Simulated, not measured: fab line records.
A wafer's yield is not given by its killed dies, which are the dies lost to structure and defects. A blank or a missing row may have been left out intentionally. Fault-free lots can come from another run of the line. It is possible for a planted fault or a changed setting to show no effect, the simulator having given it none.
Matching of chambers | flow n5-finfet | rie-diel-04 running N5_BEOL_M2_ETCHBACK_99: 4 sister chambers
The step etches SiO2 in CHF3, target depth 5 nm, time 10.4 s. 4 wafers are shown with their chamber, then 8 later ones without.

## EACH WAFER AND ITS CHAMBER
wafer  | chamber | drypump-motor-current-A (A)
L087.2 | 1       | 5.4
L090.3 | 2       | 5.4
L090.4 | 0       | 5.7
L091.1 | 3       | 5.6

## WAFERS MISSING THEIR CHAMBER
wafer  | drypump-motor-current-A (A)
L091.3 | 5.8
L091.6 | 5.4
L094.1 | 5.4
L094.2 | 5.6
L094.3 | 5.4
L097.1 | 5.6
L097.3 | 5.7
L097.6 | 5.6

## WHICH CHAMBER EACH WENT THROUGH
wafer  | from the rows above     | in truth
L091.3 | 0                       | 0
L091.6 | can't be placed: 1 or 2 | 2
L094.1 | can't be placed: 1 or 2 | 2
L094.2 | 3                       | 3
L094.3 | can't be placed: 1 or 2 | 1
L097.1 | 3                       | 3
L097.3 | 0                       | 0
L097.6 | 3                       | 3
Correct placement for 5 of the 8. Unplaceable from these rows: 3, with the true chamber sitting among the candidates in 3. Wrongly placed: 0.
How it was worked out, from the rows above alone: a wafer's distance from a chamber is the root of the sum, over the readings, of the square of ((its reading less the chamber's mean) divided by the reading's scatter). If the next closest chamber is less than 2 further off than the closest, the wafer can't be placed; otherwise it belongs to the closest. A chamber's mean is the mean of its shown wafers. The scatter: with one shown wafer a chamber, the root of the mean of the squares of how far each hidden wafer lies from its nearest shown one.
